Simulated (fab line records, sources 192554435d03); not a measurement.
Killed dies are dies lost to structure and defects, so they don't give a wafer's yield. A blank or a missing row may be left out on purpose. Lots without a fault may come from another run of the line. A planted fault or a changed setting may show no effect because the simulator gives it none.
fab line records | flow n5_finfet | part 2 of 2: steps 5 to 6 of 6
record lots=21 wafers=63 last_day=18
route steps=1938 shown PMOS_HMC_CHANNEL_EPI@68 FIN_SAQP@95
lots that met no fault: from a run of the same line without faults
start_h: hours from the record's first day to the start of the lot's first wafer shown | wait_h: hours since the lot's step before | " the same as in the row above | L1.1+2: a row that stands for several wafers | - no value, or no start given | * or withheld: withheld | < > ~ a bound
route shown NAME@n: a module of which the file shows steps, and the number in the route of the first | usual: mean/standard deviation of fault-free wafers | same: alike in all rows | chamber/n: place in a boat | sites: the reading at each site | _std_site: their standard deviation | _edge_site: outer sites' mean less inner sites' | radius_mm: how far each site lies from the wafer's centre | mask NAME#n: copy n | behind: the tool/chamber that last shaped the wafer | hold: why the lot was held/for how many hours/how that ended | device: the transistor (n, p or np) that didn't switch | end of line: the same wafers' tests at the end of the route | a step without rows: its recipe alone | killed: dies lost to structure and defects at the first sort, not the wafer's yield | map: a wafer's dies, x killed, . not, _ none there
set.NAME: the setting as run; set.NAME@STEP: as run at that earlier step | model.NAME: the simulator's own value behind a step, which no gauge read
steps of the route over a sample of lots; a table a step, a row a wafer
services: from which hour (start_h, from the record's first day; less than 0 if before it) a tool's chamber was out of use, for how many hours, and why
## steps
# step N5_FIN_SAQP_SPACER2_ETCHBACK_29
# recipe chemistry=CHF3/O2 mode=anisotropic_etchback target=SiO2 target_depth_a=122 time_s=6.1 pressure_mtorr=30 source_w=650 bias_w=170 Ar_flow_sccm=200 CHF3_flow_sccm=50 O2_flow_sccm=5 ion_energy_ev=200
# usual drypump_motor_current_A=5.8/0.46 oes_o_777_au=0.80/0.1 oes_product_au=0.80/0.1 rf_vpp_V=527/11 showerhead_plenum_p_Torr=2.43/0.077 throttle_valve_pct=18.82/0.2
# columns lot.wafer tool chamber start_h wait_h drypump_motor_current_A oes_o_777_au oes_product_au rf_hours_counter_h rf_vpp_V showerhead_plenum_p_Torr throttle_valve_pct
L074.2 rie_diel-04 1 25.31 0.2 5.4 0.69 0.70 240 532 2.47 18.99
L074.3 " 3 " " 6.5 0.77 0.76 143 526 2.49 18.76
L074.6 " 2 " " 5.8 0.72 0.73 - 526 2.39 18.95
L075.1 rie_diel-04 0 31.24 0.2 5.2 0.67 0.70 211 545 2.38 18.63
L075.3 " 3 " " 6.5 0.78 0.76 146 529 2.49 18.76
L075.5 " 1 " " 5.4 0.68 0.69 - 531 2.46 19.00
L076.2 rie_diel-02 2 37.56 0.2 6.2 0.88 0.87 30 510 2.54 18.54
L076.5 " 1 " " 5.2 0.97 0.96 - 524 2.46 18.62
L076.6 " 2 " " 6.2 0.90 0.88 - 509 2.54 18.53
L077.2 rie_diel-04 2 43.88 0.2 5.8 0.72 0.73 194 527 2.39 18.98
L077.3 " 3 " " 6.5 0.77 0.76 151 526 2.48 18.77
L077.6 " 3 " " 6.5 0.77 0.75 - 527 2.48 18.76
L078.2 rie_diel-05 2 49.08 0.2 6.5 0.73 0.73 190 516 2.50 19.20
L078.3 " 3 " " 5.2 0.67 0.65 256 518 2.28 19.13
L078.6 " 3 " " 5.2 0.66 0.66 - 518 2.28 19.12
L079.1 rie_diel-02 1 54.95 0.2 5.3 0.93 0.95 11 522 2.45 18.64
L079.2 " 0 " " 5.8 0.76 0.76 146 542 2.31 18.80
L079.5 " 1 " " 5.3 0.93 0.94 - 525 2.45 18.64
L080.1 rie_diel-05 0 61.95 0.2 5.8 0.69 0.68 260 520 2.36 19.06
L080.4 " 2 " " 6.6 0.73 0.72 - 514 2.50 19.22
L080.5 " 0 " " 5.8 0.68 0.69 - 520 2.36 19.06
L081.3 rie_diel-04 0 66.88 0.2 5.2 0.65 0.69 223 544 2.38 18.65
L081.4 " 3 " " 6.5 0.76 0.75 - 526 2.48 18.78
L081.6 " 0 " " 5.2 0.66 0.69 - 543 2.38 18.66
L082.1 rie_diel-02 1 73.10 0.2 5.2 0.92 0.94 17 523 2.45 18.66
L082.2 " 0 " " 5.8 0.76 0.76 152 541 2.31 18.78
L082.4 " 2 " " 6.2 0.87 0.87 43 508 2.53 18.55
L083.1 rie_diel-02 2 79.38 0.2 6.2 0.87 0.85 45 508 2.53 18.56
L083.3 " 1 " " 5.3 0.93 0.91 19 523 2.45 18.67
L083.5 " 1 " " 5.3 0.91 0.92 - 521 2.45 18.65
L084.3 rie_diel-04 2 84.79 0.2 5.8 0.70 0.72 209 526 2.38 19.01
L084.4 " 0 " " 5.2 0.65 0.68 230 542 2.38 18.67
L084.6 " 1 " " 5.3 0.96 0.98 - 533 2.46 18.61
L085.3 rie_diel-05 1 91.34 0.2 5.7 0.91 0.91 14 523 2.36 18.79
L085.5 " 3 " " 5.2 0.96 0.97 - 527 2.57 18.72
L085.6 " 1 " " 5.7 0.92 0.93 - 524 2.36 18.82
L087.3 rie_diel-02 2 104.22 0.2 6.2 0.85 0.83 51 509 2.53 18.58
L087.4 " 1 " " 5.2 0.90 0.91 26 525 2.45 18.67
L087.5 " 2 " " 6.2 0.86 0.84 - 509 2.53 18.58
L088.1 rie_diel-05 1 109.20 0.2 5.6 0.90 0.90 21 524 2.35 18.80
L088.3 " 2 " " 6.6 0.71 0.70 216 514 2.49 19.22
L088.4 " 0 " " 5.8 0.96 0.97 3 519 2.36 18.67
L089.2 rie_diel-05 1 117.15 0.3 5.6 0.90 0.89 24 522 2.35 18.80
L089.4 " 1 " " 5.6 0.90 0.91 - 524 2.35 18.79
L089.5 " 2 " " 6.6 0.71 0.70 - 517 2.49 19.25
L090.1 rie_diel-05 0 123.35 0.2 5.7 0.95 0.95 7 519 2.36 18.63
L090.3 " 2 " " 6.5 0.71 0.70 221 517 2.49 19.24
L090.5 " 3 " " 5.2 0.93 0.93 - 527 2.56 18.74
L091.3 rie_diel-02 2 127.11 0.2 6.2 0.84 0.82 60 508 2.53 18.59
L091.5 " 1 " " 5.2 0.89 0.89 - 524 2.44 18.65
L091.6 " 0 " " 5.8 0.75 0.74 - 540 2.31 18.84
L094.3 rie_diel-02 2 146.28 0.2 6.2 0.84 0.82 67 509 2.52 18.60
L094.5 " 1 " " 5.2 0.88 0.89 - 524 2.44 18.70
L094.6 " 0 " " 5.8 0.73 0.74 - 541 2.30 18.85
L095.1 rie_diel-04 2 151.19 0.2 5.8 0.69 0.71 231 527 2.38 19.04
L095.3 " 3 " " 6.5 0.74 0.73 188 527 2.47 18.83
L095.6 " 0 " " 5.2 0.65 0.67 - 541 2.37 18.70
L096.1 rie_diel-05 0 157.73 0.2 5.8 0.91 0.92 18 519 2.35 18.67
L096.4 " 3 " " 5.2 0.91 0.90 27 527 2.56 18.76
L096.5 " 1 " " 5.6 0.87 0.86 - 523 2.35 18.85
L097.1 rie_diel-04 1 163.35 0.5 5.3 0.88 0.91 31 529 2.45 18.66
L097.3 " 3 " " 6.5 0.73 0.73 194 525 2.47 18.84
L097.6 " 3 " " 6.5 0.73 0.72 - 527 2.47 18.83
# step N5_FIN_SAQP_ETCH_64
# recipe chemistry=CF4 target=SiO2 target_depth_a=15 ion_energy_ev=350 pressure_mtorr=10 icp_w=800 bias_w=400 cf4_flow_sccm=80
# usual drypump_motor_current_A=5.6/0.38 oes_product_au=0.994/0.028 throttle_valve_pct=21.65/0.19
# columns lot.wafer tool chamber start_h wait_h drypump_motor_current_A oes_product_au rf_hours_counter_h throttle_valve_pct
L074.2 rie_si-04 1 25.82 0.0 6.4 0.972 1 21.33
L074.3 " 0 " " 5.3 1.027 190 21.91
L074.6 " 1 " " 6.4 0.976 - 21.32
L075.1 rie_si-06 0 31.75 0.0 5.6 0.973 87 21.48
L075.3 " 1 " " 5.3 0.944 192 21.92
L075.5 " 3 " " 6.0 1.053 - 21.64
L076.2 rie_si-04 1 38.19 0.0 6.3 0.964 2 21.30
L076.5 " 1 " " 6.3 0.967 - 21.31
L076.6 " 0 " " 5.3 1.012 - 21.91
L077.2 rie_si-06 1 44.39 0.0 5.3 0.949 192 21.91
L077.3 " 3 " " 5.8 1.054 128 21.63
L077.6 " 2 " " 5.2 0.992 - 21.81
L078.2 rie_si-06 2 49.67 0.0 5.2 0.988 131 21.81
L078.3 " 0 " " 5.6 0.974 87 21.49
L078.6 " 0 " " 5.6 0.971 - 21.47
L079.1 rie_si-06 2 55.46 0.0 5.2 0.999 131 21.81
L079.2 " 1 " " 5.4 0.961 192 21.92
L079.5 " 2 " " 5.2 1.002 - 21.81
L080.1 rie_si-04 3 62.46 0.0 5.1 0.968 116 21.55
L080.4 " 0 " " 5.3 1.010 191 21.90
L080.5 " 2 " " 5.6 1.006 - 21.54
L081.3 rie_si-04 1 67.39 0.0 6.3 0.974 2 21.32
L081.4 " 3 " " 5.1 0.983 116 21.56
L081.6 " 3 " " 5.1 0.978 - 21.54
L082.1 rie_si-04 1 73.61 0.0 6.3 0.969 2 21.32
L082.2 " 0 " " 5.3 1.001 191 21.90
L082.4 " 3 " " 5.1 0.973 116 21.56
L083.1 rie_si-04 2 79.90 0.0 5.5 1.002 116 21.54
L083.3 " 0 " " 5.3 1.002 192 21.91
L083.5 " 0 " " 5.3 1.003 - 21.89
L084.3 rie_si-04 3 85.30 0.0 5.1 0.968 116 21.54
L084.4 " 0 " " 5.3 1.013 192 21.89
L084.6 " 1 " " 6.3 0.972 - 21.33
L085.3 rie_si-04 1 91.85 0.0 6.3 0.966 3 21.31
L085.5 " 0 " " 5.2 1.008 - 21.91
L085.6 " 3 " " 5.1 0.972 - 21.57
L087.3 rie_si-01 2 104.73 0.0 5.6 1.053 2 21.53
L087.4 " 1 " " 5.5 0.966 69 21.70
L087.5 " 2 " " 5.6 1.057 - 21.53
L088.1 rie_si-01 1 109.71 0.0 5.5 0.974 69 21.71
L088.3 " 3 " " 5.9 1.002 8 21.59
L088.4 " 0 " " 5.4 1.021 140 21.86
L089.2 rie_si-06 2 117.77 0.0 5.2 0.985 133 21.79
L089.4 " 3 " " 6.0 1.047 130 21.64
L089.5 " 1 " " 5.4 0.947 - 21.93
L090.1 rie_si-06 2 123.86 0.0 5.2 0.994 133 21.81
L090.3 " 0 " " 5.7 0.967 89 21.48
L090.5 " 3 " " 5.9 1.042 - 21.64
L091.3 rie_si-06 3 127.62 0.0 6.0 1.060 130 21.63
L091.5 " 2 " " 5.2 0.997 - 21.83
L091.6 " 1 " " 5.4 0.962 - 21.90
L094.3 rie_si-04 1 146.87 0.0 6.3 0.977 4 21.32
L094.5 " 2 " " 5.6 1.004 - 21.55
L094.6 " 1 " " 6.3 0.964 - 21.33
L095.1 rie_si-06 3 151.77 0.0 6.0 1.046 130 21.62
L095.3 " 0 " " 5.7 0.974 89 21.48
L095.6 " 1 " " 5.4 0.960 - 21.92
L096.1 rie_si-04 0 158.24 0.0 5.3 1.009 193 21.89
L096.4 " 3 " " 5.1 0.982 118 21.56
L096.5 " 0 " " 5.3 1.007 - 21.90
L097.1 rie_si-01 2 163.88 0.0 5.6 1.054 3 21.54
L097.3 " 1 " " 5.5 0.964 70 21.70
L097.6 " 3 " " 5.9 1.013 - 21.61
## services
# columns tool chamber start_h hours kind
rie_diel-06 - 11.03 4.3 pm
rie_diel-05 0 12.48 17.1 repair
rie_diel-03 2 20.37 3.0 repair
rie_diel-04 - 24.01 0.4 repair
ald_sin-01 - 25.60 1.3 repair
rie_diel-04 2 26.31 5.6 repair
rie_diel-05 1 29.59 - clean
rie_diel-05 1 29.59 - consumable_replace:focus_ring
rie_diel-05 1 29.59 31.8 scheduled_down
rtp_anneal-01 - 48.52 4.8 pm
rie_diel-02 3 63.35 3.5 repair
rie_si-01 - 68.76 28.1 pm
rie_si-06 0 78.07 3.5 repair
rie_diel-06 3 84.92 1.6 repair
ald_sin-02 - 85.25 14.0 pm
ald_sin-01 1 92.58 4.3 repair
rie_diel-02 - 93.56 0.3 repair
rie_si-01 1 97.04 4.8 repair
rtp_anneal-02 - 100.84 8.3 pm
rtp_anneal-02 - 112.75 4.5 pm
ald_sin-04 - 112.99 6.1 pm
rie_diel-03 - 116.21 0.6 repair
rie_diel-03 - 123.78 2.8 pm
rie_diel-06 0 160.21 2.8 repair
